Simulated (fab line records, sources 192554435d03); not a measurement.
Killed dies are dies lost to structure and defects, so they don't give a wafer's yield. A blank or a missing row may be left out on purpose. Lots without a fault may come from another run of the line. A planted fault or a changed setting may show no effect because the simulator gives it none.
Split-lot experiment | flow n5_finfet | 7 lots, 39 wafers read, on a route of 1938 steps

THE SPLIT
At N5_DUMMY_GATE_EXPOSE_12 (exposes mask GATE, target cd 25 nm), the setting dose_mj was moved away from the recipe's 34 on 15 of the 39 wafers read, by -7.6% to +3.8%. The other wafers ran this setting at the recipe's value.

FROM THE SPLIT TO THE READING: what the file shows between them, 2 steps
- N5_DUMMY_GATE_PEB_13: peb time 60 s
- N5_DUMMY_GATE_DEVELOP_14: develop time 30 s

THE READING
cd_nm, in nm, at N5_DUMMY_GATE_CD_MEAS_15 (target cd 25.8 nm). Fault-free wafers of this fab line usually give 24.94 nm, standard deviation 0.22 nm.

wafer  | tool, chamber at the split | dose_mj as run | against the recipe | cd_nm, nm | against lot-mates on the recipe
L081.1 | euv_scanner-01, 0          | 35             | +2.9%              | 24.54     | -0.26
L081.2 | euv_scanner-01, 0          | 35             | +2.9%              | 24.45     | -0.35
L081.3 | euv_scanner-01, 0          | 34             | recipe             | 24.82     | -
L081.4 | euv_scanner-01, 0          | 34             | recipe             | 24.66     | -
L081.5 | euv_scanner-01, 0          | 35             | +2.9%              | 24.63     | -0.17
L081.6 | euv_scanner-01, 0          | 34             | recipe             | 24.93     | -
L082.1 | euv_scanner-01, 0          | 34             | recipe             | 24.54     | -
L082.2 | euv_scanner-01, 0          | 34             | recipe             | 25.13     | -
L082.3 | euv_scanner-01, 0          | 34             | recipe             | 24.70     | -
L082.4 | euv_scanner-01, 0          | 34             | recipe             | 24.84     | -
L082.5 | euv_scanner-01, 0          | 34             | recipe             | 24.75     | -
L082.6 | euv_scanner-01, 0          | 34             | recipe             | 24.96     | -
L084.1 | euv_scanner-01, 0          | 34             | recipe             | 25.01     | -
L084.2 | euv_scanner-01, 0          | 31.41          | -7.6%              | 26.75     | +1.76
L084.3 | euv_scanner-01, 0          | 34             | recipe             | 24.85     | -
L084.4 | euv_scanner-01, 0          | 31.41          | -7.6%              | 26.49     | +1.50
L084.5 | euv_scanner-01, 0          | 34             | recipe             | 25.10     | -
L084.6 | euv_scanner-01, 0          | 31.41          | -7.6%              | 26.52     | +1.53
L086.1 | euv_scanner-02, 0          | 34             | recipe             | 25.08     | -
L086.4 | euv_scanner-02, 0          | 34             | recipe             | 25.15     | -
L086.6 | euv_scanner-02, 0          | 34             | recipe             | 24.69     | -
L087.1 | euv_scanner-01, 0          | 34             | recipe             | 25.23     | -
L087.2 | euv_scanner-01, 0          | 34             | recipe             | 25.45     | -
L087.3 | euv_scanner-01, 0          | 34             | recipe             | 25.19     | -
L087.4 | euv_scanner-01, 0          | 35.28          | +3.8%              | 24.34     | -0.95
L087.5 | euv_scanner-01, 0          | 35.28          | +3.8%              | 24.01     | -1.28
L087.6 | euv_scanner-01, 0          | 35.28          | +3.8%              | 24.79     | -0.50
L089.1 | euv_scanner-02, 0          | 34             | recipe             | 24.89     | -
L089.2 | euv_scanner-02, 0          | 34             | recipe             | 25.01     | -
L089.3 | euv_scanner-02, 0          | 32.87          | -3.3%              | 25.62     | +0.80
L089.4 | euv_scanner-02, 0          | 32.87          | -3.3%              | 25.61     | +0.79
L089.5 | euv_scanner-02, 0          | 34             | recipe             | 24.55     | -
L089.6 | euv_scanner-02, 0          | 32.87          | -3.3%              | 25.83     | +1.01
L096.1 | euv_scanner-02, 0          | 32.22          | -5.2%              | 25.59     | +0.47
L096.2 | euv_scanner-02, 0          | 34             | recipe             | 25.17     | -
L096.3 | euv_scanner-02, 0          | 32.22          | -5.2%              | 25.92     | +0.80
L096.4 | euv_scanner-02, 0          | 34             | recipe             | 25.00     | -
L096.5 | euv_scanner-02, 0          | 32.22          | -5.2%              | 26.16     | +1.04
L096.6 | euv_scanner-02, 0          | 34             | recipe             | 25.20     | -

THE FIT
A straight line over all 39 wafers: cd_nm changes by -0.191 nm for each +1% of dose_mj; r = -0.93; the points scatter about the line by 0.23 nm.
The same after taking each lot's own level away (the mean of its wafers on the recipe; 39 wafers): -0.194 nm for each +1%; r = -0.93; scatter 0.23 nm.
On that fit, the largest move of dose_mj shifts the reading by 1.5 nm.
The lots' own levels span 24.803 to 25.290 nm, that is 2.2 times the standard deviation above.
So the lot-to-lot level changes the slope little: the two slopes agree.
Check: with one of the wafers moved furthest among these (-7.6%) left out of the fit, the line predicts +1.44 nm for it against its lot-mates. It came out at +1.76 nm against them.

THE WHOLE CHAIN: every reading that the file lists as answering this split, in the file's order
step                     | what it does                             | reading                                                           | change (the file's fit)               | r (the file's)
N5_DUMMY_GATE_CD_MEAS_15 | target cd 25.8 nm                        | cd_nm                                                             | -0.195 nm for each +1% of the setting | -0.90
N5_DUMMY_GATE_TRIM_49    | chemistry O2, time 29 s, target cd 14 nm | DUMMY_GATE.cd_nm (the simulator's own value, which no gauge read) | -0.189 nm for each +1% of the setting | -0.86

THE FILE'S OWN FIT
cd_nm changes by -0.195 nm for each +1% of dose_mj, r = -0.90.
